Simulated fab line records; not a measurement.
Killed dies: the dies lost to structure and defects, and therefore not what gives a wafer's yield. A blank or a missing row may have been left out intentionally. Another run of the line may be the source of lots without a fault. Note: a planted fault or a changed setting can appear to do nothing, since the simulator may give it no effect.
A struck lot beside a sound one    flow nand harc    15 steps out of a route of 1302
Sound: these wafers, L980.2, L980.4, L980.5. Struck: wafer L987.2. (L987.3, L987.5 of the same lot were not struck and are left out.) The cause comes at the end.
For every step that has rows: the tool of each side, followed by ch and its chambers, followed by its first start. Under that, the readings that differ: sound wafers    struck wafers    difference of the means    sigmas: that difference in standard deviations of wafers without a fault.
alike: words and numbers the same on both sides, and readings whose means are apart by under 2 such deviations; not compared: readings that were withheld, readings missing a value for some wafer, numbers with overlapping values and no deviation given by the record, and bounds like >300 which may hide the same value.
A row with sigmas, a row that says differs or no value, or rows on one side alone: a step with any of these is where the two part. Numbers that have no deviation but don't overlap get no sigmas and don't part them. Lack of a reading on every wafer of one side parts them only where that side has two or more wafers.

first, 8 steps without rows for these wafers: NHARC_A_BONDPAD_HMDS_02 (time 30 s); NHARC_A_BONDPAD_COAT_33 (time 65 s); NHARC_A_BONDPAD_COAT_03 (resist thk 600 nm); NHARC_A_BONDPAD_SOFTBAKE_04 (time 70 s); NHARC_A_BONDPAD_EBR_05; NHARC_A_BONDPAD_EXPOSE_06 (exposes mask A BPAD); NHARC_A_BONDPAD_PEB_07 (peb time 80 s); NHARC_A_BONDPAD_DEVELOP_08 (time 50 s).
NHARC_A_BONDPAD_CD_MEAS_09 targets a cd of 500 nm.
  sound on cd sem-01 ch 0, day 23 04:09; struck on cd sem-01 ch 0, day 26 01:52
  alike: cd nm
NHARC_A_BONDPAD_OVL_MEAS_35:
  sound on overlay-02, day 23 04:14; struck on overlay-01, day 26 01:58
reading            sound     struck  difference  sigmas
overlay x nm (nm)  -2 -2 -2  9       +11         +2
overlay y nm (nm)  14 14 14  -4      -18         -3
then, 1 step without rows for these wafers: NHARC_A_BONDPAD_HARDBAKE_10 (time 65 s).
NHARC_A_BONDPAD_DESCUM_11: chemistry O2, time 3 s.
  sound on rie diel-11 ch 0,1,3, day 23 04:22; struck on rie diel-11 ch 2, day 26 02:05
reading                      sound              struck  difference  sigmas
drypump motor current A (A)  6.0 5.7 5.6        6.6     +0.8        +2
oes product au (a.u.)        1.001 0.999 1.000  1.022   +0.022      +3
  alike: rf vpp V, showerhead plenum p Torr, throttle valve pct
  not compared: rf hours counter h
NHARC_A_BONDPAD_ETCH_34: etches the open film in N2/H2, target depth 60 nm, overetch 18 nm, time 65.91 s.
  sound on rie diel-11 ch 0,1,3, day 23 04:27; struck on rie diel-11 ch 0, day 26 02:10
reading                 sound                 struck  difference  sigmas
run length s (s)        86.9 87.1 88.0        70.9    -16.4       -35
throttle valve pct (%)  14.165 14.151 14.173  14.194  +0.031      +3
  alike: drypump motor current A, oes product au, rf vpp V, showerhead plenum p Torr
  not compared: rf fwd power W, rf hours counter h
NHARC_A_BONDPAD_ETCH_12: etches the open film in CHF3/O2, target depth 220 nm, time 110 s.
  sound on rie diel-11 ch 0,2; struck on rie diel-11 ch 1
reading           sound              struck  difference  sigmas
run length s (s)  131.2 131.4 131.3  132.4   +1.1        +2
  alike: drypump motor current A, oes product au, rf fwd power W, rf vpp V, showerhead plenum p Torr, throttle valve pct
  not compared: rf hours counter h
NHARC_END_SORT_01:
  sound on prober-01 ch 0, day 24 13:15; struck on prober-02 ch 0, day 27 09:27
reading                 sound     struck  difference  sigmas
killed at other         6 4 0     0       -3          -3
sort rim yield pct (%)  92 93 91  100     +8          +2
  alike: defect limited yield, killed at array, killed at periphery, killed dies, killed open, killed short, sort_bin_2_pct, sort_bin_3_pct, sort_bin_4_pct, sort n pass, sort yield pct

## WHERE THEY PART
At NHARC_A_BONDPAD_OVL_MEAS_35 first; at NHARC_END_SORT_01 last (within this record only).

WHY: whatever the simulator had introduced
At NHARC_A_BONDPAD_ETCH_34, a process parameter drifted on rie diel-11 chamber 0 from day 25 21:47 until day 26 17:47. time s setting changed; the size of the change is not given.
